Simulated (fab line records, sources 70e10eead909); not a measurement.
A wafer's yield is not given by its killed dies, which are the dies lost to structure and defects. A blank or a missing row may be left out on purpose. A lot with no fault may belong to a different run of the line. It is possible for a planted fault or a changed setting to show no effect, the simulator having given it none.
Matching of chambers || flow nandHarc || NHARC_THIN_TSV_CMP_01 on cmp-02: 4 sister chambers
The step polishes. 14 wafers are shown with their chamber, then 6 later ones without.

WAFERS, EACH WITH ITS CHAMBER
{"wafer": "L391.2", "chamber": 1, "motorCurrentA (A)": 10.9, "slurryFlowMlMin": 150.0}
{"wafer": "L391.3", "chamber": 0, "motorCurrentA (A)": 13.7, "slurryFlowMlMin": 150.5}
{"wafer": "L391.6", "chamber": 3, "motorCurrentA (A)": 10.6, "slurryFlowMlMin": 149.2}
{"wafer": "L393.1", "chamber": 1, "motorCurrentA (A)": 10.7, "slurryFlowMlMin": 150.6}
{"wafer": "L393.5", "chamber": 3, "motorCurrentA (A)": 11.1, "slurryFlowMlMin": 149.5}
{"wafer": "L393.6", "chamber": 2, "motorCurrentA (A)": 12.6, "slurryFlowMlMin": 149.5}
{"wafer": "L401.1", "chamber": 0, "motorCurrentA (A)": 13.3, "slurryFlowMlMin": 150.0}
{"wafer": "L401.6", "chamber": 0, "motorCurrentA (A)": 13.5, "slurryFlowMlMin": 149.6}
{"wafer": "L409.1", "chamber": 0, "motorCurrentA (A)": 13.7, "slurryFlowMlMin": 149.1}
{"wafer": "L409.3", "chamber": 1, "motorCurrentA (A)": 11.1, "slurryFlowMlMin": 150.2}
{"wafer": "L409.4", "chamber": 3, "motorCurrentA (A)": 10.7, "slurryFlowMlMin": 149.4}
{"wafer": "L410.1", "chamber": 3, "motorCurrentA (A)": 10.7, "slurryFlowMlMin": 150.7}
{"wafer": "L410.3", "chamber": 2, "motorCurrentA (A)": 12.6, "slurryFlowMlMin": 149.9}
{"wafer": "L410.4", "chamber": 1, "motorCurrentA (A)": 11.6, "slurryFlowMlMin": 150.1}

SIGNATURES, as means of the wafers listed above
{"reading": "motorCurrentA", "chamber 0": 13.550, "chamber 1": 11.075, "chamber 2": 12.600, "chamber 3": 10.775, "scatter within a chamber": 0.266}
{"reading": "slurryFlowMlMin", "chamber 0": 149.800, "chamber 1": 150.225, "chamber 2": 149.700, "chamber 3": 149.700, "scatter within a chamber": 0.522}
Rule: distance of a wafer from a chamber = root of the sum over the readings of ((wafer's reading minus chamber's mean) / reading's scatter) squared. If the next closest chamber is less than 2 further off than the closest, the wafer can't be placed; otherwise it belongs to the closest. How the scatter is found: for the shown wafers, subtract from each reading the mean of its chamber, square and add these, divide the total by (wafers less chambers), then take the root.

WAFERS MISSING THEIR CHAMBER
{"wafer": "L413.2", "motorCurrentA (A)": 11.0, "slurryFlowMlMin": 150.4}
{"wafer": "L413.3", "motorCurrentA (A)": 11.8, "slurryFlowMlMin": 150.4}
{"wafer": "L413.6", "motorCurrentA (A)": 11.3, "slurryFlowMlMin": 150.1}
{"wafer": "L414.3", "motorCurrentA (A)": 11.2, "slurryFlowMlMin": 150.1}
{"wafer": "L414.5", "motorCurrentA (A)": 10.5, "slurryFlowMlMin": 150.7}
{"wafer": "L414.6", "motorCurrentA (A)": 11.9, "slurryFlowMlMin": 149.6}

CHAMBER TAKEN BY EACH
{"wafer": "L413.2", "from the rows above": "can't be placed: 1 or 3", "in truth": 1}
{"wafer": "L413.3", "from the rows above": "can't be placed: 1 or 2 or 3", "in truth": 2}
{"wafer": "L413.6", "from the rows above": "can't be placed: 1 or 3", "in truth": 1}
{"wafer": "L414.3", "from the rows above": "can't be placed: 1 or 3", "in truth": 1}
{"wafer": "L414.5", "from the rows above": "can't be placed: 3 or 1", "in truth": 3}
{"wafer": "L414.6", "from the rows above": "can't be placed: 2 or 1 or 3", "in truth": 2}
Correctly placed: 0 of 6. Can't be placed from these rows: 6 (the true chamber is among the candidates in 6). Wrongly placed: 0.
